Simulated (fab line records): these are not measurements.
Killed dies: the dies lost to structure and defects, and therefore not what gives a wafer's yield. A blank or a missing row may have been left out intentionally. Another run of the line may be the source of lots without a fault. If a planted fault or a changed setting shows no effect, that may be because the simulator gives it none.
fab line records | flow n5Finfet
record: lots: 7 | wafers: 21
route steps=1938 shown BEOL_M6@1239 BEOL_M8@1332
startH: hours from the record's first day to the start of the lot's first wafer shown | waitH: hours since the lot's step before | " the same as in the row above | L1.1+2: a single row standing in for several wafers | - no value, or no start was given | * or withheld: withheld | < > ~ a bound
route shown NAME@n: a module of which the file shows steps, and the number in the route of the first | usual: mean/standard deviation taken from wafers without a fault | same: alike in all rows | chamber/n: place in a boat | sites: each site's reading | _std_site: how widely they spread, as a standard deviation | _edge_site: the outer-site mean with the inner-site mean subtracted | radiusMm: how far each site lies from the wafer's centre | mask NAME#n: copy n | behind: tool/chamber where the wafer was last shaped | hold: cause of the lot's hold/its duration in hours/its outcome | device: names the non-switching transistor (n, p or np) | end of line: at the end of the route, the tests of the same wafers | a step with no rows: only its recipe | killed: dies that structure and defects cost at the first sort, which is not the same as the wafer's yield | map: a wafer's dies, x killed, . not, _ none there
set.NAME: the setting that was run; set.NAME@STEP: the one run at that earlier step | model.NAME: the simulator's own value behind a step, which no gauge read
lots where settings were altered on purpose, with a table for each step and a row for each wafer
== steps ==
step: N5_BEOL_M6_TRENCH_ETCH_37
recipe: chemistry: C4F6/O2 | targetDepthA: 944.35 | target: SiCOH_lowk | timeS: 31.5 | ionEnergyEv: 250 | pressureMtorr: 30 | sourceW: 345 | biasW: 185 | Ar_flow_sccm: 300 | C4F6_flow_sccm: 10 | O2_flow_sccm: 10
lot.wafer | tool       | chamber | startH | waitH | set.timeS | model.etch.depthNm | model.BEOL_M6.featureDepthNm
L074.2    | rieDiel-02 | 0       | -      | -     | 31.5      | 94.66              | 94.6
L074.3    | "          | 3       | "      | "     | 29.59     | 88.34              | 88.4
L074.4    | "          | 3       | "      | "     | 31.5      | 94.92              | 95
L076.1    | rieDiel-02 | 1       | -      | -     | 31.5      | 94.19              | 94.2
L076.2    | "          | 0       | "      | "     | 31.5      | 95.08              | 95
L076.4    | "          | 0       | "      | "     | 25.86     | 78.18              | 78.2
L081.1    | rieDiel-06 | 2       | -      | -     | 31.5      | 93.37              | 93.4
L081.2    | "          | 1       | "      | "     | 31.5      | 94.13              | 94.2
L081.4    | "          | 3       | "      | "     | 31.5      | 93.8               | 93.8
L083.3    | rieDiel-02 | 3       | -      | -     | 29.34     | 87.77              | 87.8
L083.4    | "          | 3       | "      | "     | 29.34     | 87.35              | 87.4
L083.6    | "          | 1       | "      | "     | 31.5      | 93.55              | 93.6
L086.2    | rieDiel-06 | 0       | -      | -     | 31.5      | 93.6               | 93.6
L086.4    | "          | 3       | "      | "     | 31.5      | 94.71              | 94.8
L086.5    | "          | 0       | "      | "     | 31.5      | 93.8               | 93.8
L088.1    | rieDiel-02 | 3       | -      | -     | 28.28     | 84.87              | 84.8
L088.3    | "          | 0       | "      | "     | 31.5      | 96.25              | 96.2
L088.4    | "          | 1       | "      | "     | 31.5      | 94.43              | 94.4
L090.2    | rieDiel-01 | 2       | -      | -     | 24.53     | 72.62              | 72.6
L090.3    | "          | 3       | "      | "     | 31.5      | 93.02              | 93
L090.5    | "          | 1       | "      | "     | 24.53     | 71.63              | 71.6
step: N5_BEOL_M6_ETCH_41
recipe: chemistry: CH3F/O2 | target: SiCN | targetDepthA: 297 | taperDeg: 2 | timeS: 52 | ionEnergyEv: 120 | maskMaterial: TiN | pressureMtorr: 30 | sourceW: 395 | biasW: 75 | Ar_flow_sccm: 150 | CH3F_flow_sccm: 30 | O2_flow_sccm: 20
step: N5_BEOL_M6_STRIP_80
recipe: chemistry: N2/H2 | timeS: 10 | powerW: 450 | tempC: 40 | pressureMtorr: 20 | rfFrequencyHz: 6e+07 | biasPowerW: 7 | n2FlowSccm: 200 | h2FlowSccm: 200
step: N5_BEOL_M6_OCD_MEAS_38
usual: trenchDepthNm: 94.1/1.1
lot.wafer | tool   | chamber | startH | waitH | set.timeS@BEOL_M6_TRENCH_ETCH_37 | trenchDepthNm
L074.2    | ocd-02 | -       | 191.75 | -     | 31.5                             | 94.8
L074.3    | "      | -       | "      | "     | 29.59                            | 88.4
L074.4    | "      | -       | "      | "     | 31.5                             | 95.2
L076.1    | ocd-01 | -       | 198.90 | -     | 31.5                             | 93.8
L076.2    | "      | -       | "      | "     | 31.5                             | 94.7
L076.4    | "      | -       | "      | "     | 25.86                            | 78.1
L081.1    | ocd-02 | -       | 240.88 | -     | 31.5                             | 93.4
L081.2    | "      | -       | "      | "     | 31.5                             | 94.0
L081.4    | "      | -       | "      | "     | 31.5                             | 94.0
L083.3    | ocd-02 | -       | 265.36 | -     | 29.34                            | 88.6
L083.4    | "      | -       | "      | "     | 29.34                            | 86.7
L083.6    | "      | -       | "      | "     | 31.5                             | 93.2
L086.2    | ocd-02 | -       | 269.30 | -     | 31.5                             | 93.8
L086.4    | "      | -       | "      | "     | 31.5                             | 94.8
L086.5    | "      | -       | "      | "     | 31.5                             | 93.8
L088.1    | ocd-01 | -       | 285.52 | -     | 28.28                            | 84.9
L088.3    | "      | -       | "      | "     | 31.5                             | 96.1
L088.4    | "      | -       | "      | "     | 31.5                             | 94.3
L090.2    | ocd-01 | -       | 301.52 | -     | 24.53                            | 72.9
L090.3    | "      | -       | "      | "     | 31.5                             | 93.0
L090.5    | "      | -       | "      | "     | 24.53                            | 71.4
step: N5_BEOL_M6_HM_STRIP_39
recipe: chemistry: peroxideTinStrip | material: TiN | targetDepthA: 250 | tempC: 50 | timeS: 158
step: N5_BEOL_M6_SRD_40
recipe: timeS: 30 | tempC: 23 | rinseLiquid: diw | dry: ipaMarangoni
step: N5_BEOL_M6_ECD_50
recipe: material: Cu | targetThkA: 3000
step: N5_BEOL_M6_ANNEAL_51
recipe: tempC: 225 | timeS: 90 | ambient: N2
step: N5_BEOL_M6_CMP_52
recipe: stopOn: SiCOH_lowk | tOverpolishS: 6.9 | downForcePsi: 1 | platenRpm: 50 | clearingPlatenDownForcePsi: 1.5 | clearingPlatenRpm: 50 | postCmpClean: cuAlkaline | targetThkNm: 80 | clearingPlatenPadVelocityMS: 0.99484 | padVelocityMS: 0.99484
lot.wafer | tool   | chamber | startH | waitH | set.timeS@BEOL_M6_TRENCH_ETCH_37 | model.Cu_of_BEOL_M6_ECD_50.thkNm
L074.2+4  | cmp-02 | 2,1     | 194.90 | 0.2   | 31.5                             | 79.8
L074.3    | "      | 0       | "      | "     | 29.59                            | 73.8
L076.1    | cmp-01 | 3       | 201.35 | 0.3   | 31.5                             | 81.2
L076.4    | "      | 1       | "      | "     | 25.86                            | 63.8
L076.2    | "      | 2       | "      | "     | 31.5                             | 80.6
L081.2    | cmp-04 | 1       | 243.54 | 0.3   | 31.5                             | 79.8
L081.1    | "      | 3       | "      | "     | 31.5                             | 79
L081.4    | "      | 0       | "      | "     | 31.5                             | 80.4
L083.4    | cmp-01 | 3       | 267.52 | 0.2   | 29.34                            | 75.2
L083.3    | "      | 0       | "      | "     | 29.34                            | 72.8
L083.6    | "      | 1       | "      | "     | 31.5                             | 79.2
L086.4+5  | cmp-01 | 1,2     | 271.84 | 0.1   | 31.5                             | 78.6
L086.2    | "      | 2       | "      | "     | 31.5                             | 77.6
L088.3    | cmp-01 | 1       | 287.83 | 0.2   | 31.5                             | 83.4
L088.4    | "      | 3       | "      | "     | 31.5                             | 82.2
L088.1    | "      | 0       | "      | "     | 28.28                            | 69.8
L090.3    | cmp-04 | 3       | 305.51 | 0.3   | 31.5                             | 79.4
L090.2    | "      | 0       | "      | "     | 24.53                            | 61.8
L090.5    | "      | 3       | "      | "     | 24.53                            | 58.4
step: N5_BEOL_M6_THK_MEAS_53
recipe: thkMeasGauge: xrf | reads: Cu_of_BEOL_M6_ECD_50
usual: M6_THK: 79.2/1.4
lot.wafer | tool         | chamber | startH | waitH | set.timeS@BEOL_M6_TRENCH_ETCH_37 | M6_THK[nm]
L074.2    | filmMetro-01 | -       | 195.19 | -     | 31.5                             | 79.7
L074.3    | "            | -       | "      | "     | 29.59                            | 73.9
L074.4    | "            | -       | "      | "     | 31.5                             | 79.4
L076.1    | filmMetro-02 | -       | 201.64 | -     | 31.5                             | 80.4
L076.2    | "            | -       | "      | "     | 31.5                             | 79.4
L076.4    | "            | -       | "      | "     | 25.86                            | 62.9
L081.1    | filmMetro-01 | -       | 243.83 | -     | 31.5                             | 78.9
L081.2    | "            | -       | "      | "     | 31.5                             | 79.8
L081.4    | "            | -       | "      | "     | 31.5                             | 80.0
L083.3    | filmMetro-02 | -       | 267.74 | -     | 29.34                            | 72.1
L083.4    | "            | -       | "      | "     | 29.34                            | 74.3
L083.6    | "            | -       | "      | "     | 31.5                             | 78.2
L086.2    | filmMetro-01 | -       | 272.13 | -     | 31.5                             | 76.9
L086.4    | "            | -       | "      | "     | 31.5                             | 77.5
L086.5    | "            | -       | "      | "     | 31.5                             | 77.8
L088.1    | filmMetro-02 | -       | 288.14 | 0.1   | 28.28                            | 68.5
L088.3    | "            | -       | "      | "     | 31.5                             | 81.8
L088.4    | "            | -       | "      | "     | 31.5                             | 80.5
L090.2    | filmMetro-02 | -       | 305.77 | -     | 24.53                            | 60.9
L090.3    | "            | -       | "      | "     | 31.5                             | 78.4
L090.5    | "            | -       | "      | "     | 24.53                            | 57.6
step: N5_BEOL_M6_PRE_CLEAN_55
recipe: gas: NH3 | timeS: 15 | tempC: withheld | rfPowerW: 300
step: N5_BEOL_M6_DEP_56
recipe: material: SiCN | targetThkA: 100 | tempC: withheld | precursor: 3MS/NH3 | pressureTorr: 3 | rfW: 202 | timeS: 17.5
step: N5_BEOL_M6_RS_MEAS_57
recipe: thkMeasGauge: four-point-probe | reads: Cu_of_BEOL_M6_ECD_50+Co_of_BEOL_M6_CVD_78+TaN_of_BEOL_M6_ALD_77
usual: M6_RS: 0.286/0.0063
lot.wafer | tool         | chamber | startH | waitH | set.timeS@BEOL_M6_TRENCH_ETCH_37 | M6_RS[ohm/sq]
L074.2    | filmMetro-01 | -       | 195.35 | 0.1   | 31.5                             | 0.287
L074.3    | "            | -       | "      | "     | 29.59                            | 0.316
L074.4    | "            | -       | "      | "     | 31.5                             | 0.287
L076.1    | filmMetro-01 | -       | 201.90 | 0.1   | 31.5                             | 0.282
L076.2    | "            | -       | "      | "     | 31.5                             | 0.284
L076.4    | "            | -       | "      | "     | 25.86                            | 0.375
L081.1    | filmMetro-01 | -       | 243.97 | 0.1   | 31.5                             | 0.291
L081.2    | "            | -       | "      | "     | 31.5                             | 0.287
L081.4    | "            | -       | "      | "     | 31.5                             | 0.285
L083.3    | filmMetro-01 | -       | 267.90 | 0.1   | 29.34                            | 0.320
L083.4    | "            | -       | "      | "     | 29.34                            | 0.307
L083.6    | "            | -       | "      | "     | 31.5                             | 0.289
L086.2    | filmMetro-01 | -       | 272.29 | 0.1   | 31.5                             | 0.297
L086.4    | "            | -       | "      | "     | 31.5                             | 0.292
L086.5    | "            | -       | "      | "     | 31.5                             | 0.292
L088.1    | filmMetro-01 | -       | 288.27 | 0.1   | 28.28                            | 0.336
L088.3    | "            | -       | "      | "     | 31.5                             | 0.272
L088.4    | "            | -       | "      | "     | 31.5                             | 0.276
L090.2    | filmMetro-01 | -       | 305.90 | 0.1   | 24.53                            | 0.389
L090.3    | "            | -       | "      | "     | 31.5                             | 0.288
L090.5    | "            | -       | "      | "     | 24.53                            | 0.417
step: N5_BEOL_M8_ILD_DEP_00
recipe: material: SiCOH_lowk | targetThkA: 1797.5 | tempC: 300 | precursor: DEMS/porogen | pressureTorr: 5 | rfW: 500 | timeS: 33.4
lot.wafer | tool     | chamber | startH | waitH | set.timeS | model.SiCOH_lowk_of_BEOL_M8_ILD_DEP_00.thkNm
L074.2    | pecvd-04 | 2       | 202.96 | 0.0   | 33.4      | 180.4
L074.3    | "        | 1       | "      | "     | 37.26     | 202.8
L074.4    | "        | 2       | "      | "     | 37.26     | 203
L076.1    | pecvd-01 | 1       | 209.50 | 0.0   | 35.65     | 188.6
L076.2    | "        | 2       | "      | "     | 33.4      | 178.6
L076.4    | "        | 0       | "      | "     | 35.65     | 192.4
L081.1+2  | pecvd-02 | 0,1     | 252.04 | 0.0   | 33.4      | 175
L081.4    | "        | 0       | "      | "     | 33.4      | 179.4
L083.3    | pecvd-02 | 2       | 276.12 | 0.0   | 33.4      | 178.2
L083.4    | "        | 2       | "      | "     | 35.27     | 192
L083.6    | "        | 1       | "      | "     | 33.4      | 180
L086.2    | pecvd-01 | 0       | 281.61 | 0.0   | 33.4      | 177.8
L086.4    | "        | 1       | "      | "     | 33.4      | 180.4
L086.5    | "        | 0       | "      | "     | 34.87     | 188
L088.1    | pecvd-02 | 0       | 296.94 | 0.0   | 33.4      | 179.2
L088.3    | "        | 1       | "      | "     | 33.4      | 180.4
L088.4    | "        | 0       | "      | "     | 33.4      | 181.8
L090.2    | pecvd-04 | 0       | 315.50 | 0.0   | 33.4      | 183.4
L090.3    | "        | 2       | "      | "     | 33.4      | 182.4
L090.5    | "        | 2       | "      | "     | 33.4      | 185.2
step: N5_BEOL_M8_CURE_74
recipe: tempC: 385 | timeS: 240 | ambient: He/Ar | material: SiCOH_lowk
lot.wafer | tool      | chamber | startH | waitH | set.timeS@BEOL_M8_ILD_DEP_00 | model.SiCOH_lowk_of_BEOL_M8_ILD_DEP_00.thkNm
L074.2    | uvCure-03 | 0       | 203.10 | 0.1   | 33.4                         | 155.6
L074.3    | "         | 0       | "      | "     | 37.26                        | 175
L074.4    | "         | 0       | "      | "     | 37.26                        | 175.2
L076.1    | uvCure-01 | 2       | 209.57 | 0.0   | 35.65                        | 162.6
L076.2    | "         | 2       | "      | "     | 33.4                         | 154
L076.4    | "         | 2       | "      | "     | 35.65                        | 166
L081.1    | uvCure-02 | 2       | 252.11 | 0.0   | 33.4                         | 150.8
L081.2    | "         | 2       | "      | "     | 33.4                         | 151
L081.4    | "         | 2       | "      | "     | 33.4                         | 154.6
L083.3    | uvCure-02 | 1       | 276.35 | 0.2   | 33.4                         | 153.6
L083.4    | "         | 1       | "      | "     | 35.27                        | 165.6
L083.6    | "         | 1       | "      | "     | 33.4                         | 155.2
L086.2    | uvCure-02 | 2       | 281.75 | 0.1   | 33.4                         | 153.2
L086.4    | "         | 2       | "      | "     | 33.4                         | 155.6
L086.5    | "         | 2       | "      | "     | 34.87                        | 162.2
L088.1    | uvCure-02 | 2       | 297.24 | 0.3   | 33.4                         | 154.4
L088.3    | "         | 2       | "      | "     | 33.4                         | 155.6
L088.4    | "         | 2       | "      | "     | 33.4                         | 156.8
L090.2    | uvCure-03 | 2       | 315.71 | 0.2   | 33.4                         | 158.2
L090.3    | "         | 2       | "      | "     | 33.4                         | 157.4
L090.5    | "         | 2       | "      | "     | 33.4                         | 159.8
step: N5_BEOL_M8_THK_MEAS_01
recipe: reads: SiCOH_lowk_of_BEOL_M8_ILD_DEP_00
usual: M8_ILD_THK: 155.0/2.1
lot.wafer | tool         | chamber | startH | waitH | set.timeS@BEOL_M8_ILD_DEP_00 | M8_ILD_THK[nm]
L074.2    | filmMetro-01 | -       | 203.54 | 0.4   | 33.4                         | 155.7
L074.3    | "            | -       | "      | "     | 37.26                        | 175.0
L074.4    | "            | -       | "      | "     | 37.26                        | 175.3
L076.1    | filmMetro-01 | -       | 210.08 | 0.4   | 35.65                        | 162.7
L076.2    | "            | -       | "      | "     | 33.4                         | 154.1
L076.4    | "            | -       | "      | "     | 35.65                        | 165.9
L081.1    | filmMetro-01 | -       | 252.62 | 0.4   | 33.4                         | 150.9
L081.2    | "            | -       | "      | "     | 33.4                         | 151.0
L081.4    | "            | -       | "      | "     | 33.4                         | 154.7
L083.3    | filmMetro-02 | -       | 276.70 | 0.3   | 33.4                         | 153.8
L083.4    | "            | -       | "      | "     | 35.27                        | 165.6
L083.6    | "            | -       | "      | "     | 33.4                         | 155.3
L086.2    | filmMetro-02 | -       | 282.18 | 0.4   | 33.4                         | 153.4
L086.4    | "            | -       | "      | "     | 33.4                         | 155.7
L086.5    | "            | -       | "      | "     | 34.87                        | 162.0
L088.1    | filmMetro-02 | -       | 297.75 | 0.4   | 33.4                         | 154.4
L088.3    | "            | -       | "      | "     | 33.4                         | 155.6
L088.4    | "            | -       | "      | "     | 33.4                         | 156.8
L090.2    | filmMetro-02 | -       | 316.14 | 0.4   | 33.4                         | 158.1
L090.3    | "            | -       | "      | "     | 33.4                         | 157.4
L090.5    | "            | -       | "      | "     | 33.4                         | 159.8
step: N5_BEOL_M8_COAT_05
recipe: resist: CAR-ArF | spinRpm: 1500 | resistThkNm: 90
lot.wafer | tool          | chamber | startH | waitH | set.spinRpm | model.CAR-ArF_of_BEOL_M8_COAT_05.thkNm
L074.2    | lithoTrack-05 | 0       | -      | -     | 1500        | 90.2
L074.3+4  | "             | 0       | "      | "     | 1646        | 86
L076.1    | lithoTrack-05 | 0       | -      | -     | 1412        | 93.2
L076.2    | "             | 0       | "      | "     | 1412        | 93
L076.4    | "             | 0       | "      | "     | 1412        | 92.8
L081.1+4  | lithoTrack-02 | 0       | -      | -     | 1500        | 89.8
L081.2    | "             | 0       | "      | "     | 1500        | 90.2
L083.3    | lithoTrack-02 | 0       | -      | -     | 1500        | 90
L083.4    | "             | 0       | "      | "     | 1370        | 94.4
L083.6    | "             | 0       | "      | "     | 1500        | 89.8
L086.2    | lithoTrack-05 | 0       | -      | -     | 1425        | 92.4
L086.4    | "             | 0       | "      | "     | 1425        | 92.2
L086.5    | "             | 0       | "      | "     | 1500        | 90
L088.1+4  | lithoTrack-02 | 0       | -      | -     | 1500        | 90
L088.3    | "             | 0       | "      | "     | 1500        | 89.6
L090.2    | lithoTrack-02 | 0       | -      | -     | 1426        | 92.2
L090.3    | "             | 0       | "      | "     | 1500        | 90
L090.5    | "             | 0       | "      | "     | 1426        | 91.8
== key ==
split: step: N5_BEOL_M6_TRENCH_ETCH_37 | setting: timeS | stated: 31.5 | by: wafer
response: step: N5_BEOL_M6_TRENCH_ETCH_37 | reading: model.etch.depthNm | change: +0.946 | per: 1% | r: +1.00
response: step: N5_BEOL_M6_TRENCH_ETCH_37 | reading: model.BEOL_M6.featureDepthNm | change: +0.945 | per: 1% | r: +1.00
response: step: N5_BEOL_M6_OCD_MEAS_38 | reading: trenchDepthNm | change: +0.934 | per: 1% | r: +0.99
response: step: N5_BEOL_M6_CMP_52 | reading: model.Cu_of_BEOL_M6_ECD_50.thkNm | change: +0.94 | per: 1% | r: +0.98
response: step: N5_BEOL_M6_THK_MEAS_53 | reading: M6_THK | change: +0.929 | per: 1% | r: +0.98
response: step: N5_BEOL_M6_RS_MEAS_57 | reading: M6_RS | change: -0.00516 | per: 1% | r: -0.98
split: step: N5_BEOL_M8_ILD_DEP_00 | setting: timeS | stated: 33.4 | by: wafer
response: step: N5_BEOL_M8_ILD_DEP_00 | reading: model.SiCOH_lowk_of_BEOL_M8_ILD_DEP_00.thkNm | change: +1.97 | per: 1% | r: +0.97
response: step: N5_BEOL_M8_CURE_74 | reading: model.SiCOH_lowk_of_BEOL_M8_ILD_DEP_00.thkNm | change: +1.71 | per: 1% | r: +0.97
response: step: N5_BEOL_M8_THK_MEAS_01 | reading: M8_ILD_THK | change: +1.69 | per: 1% | r: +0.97
split: step: N5_BEOL_M8_COAT_05 | setting: spinRpm | stated: 1500 | by: wafer
response: step: N5_BEOL_M8_COAT_05 | reading: model.CAR-ArF_of_BEOL_M8_COAT_05.thkNm | change: -0.462 | per: 1% | r: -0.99
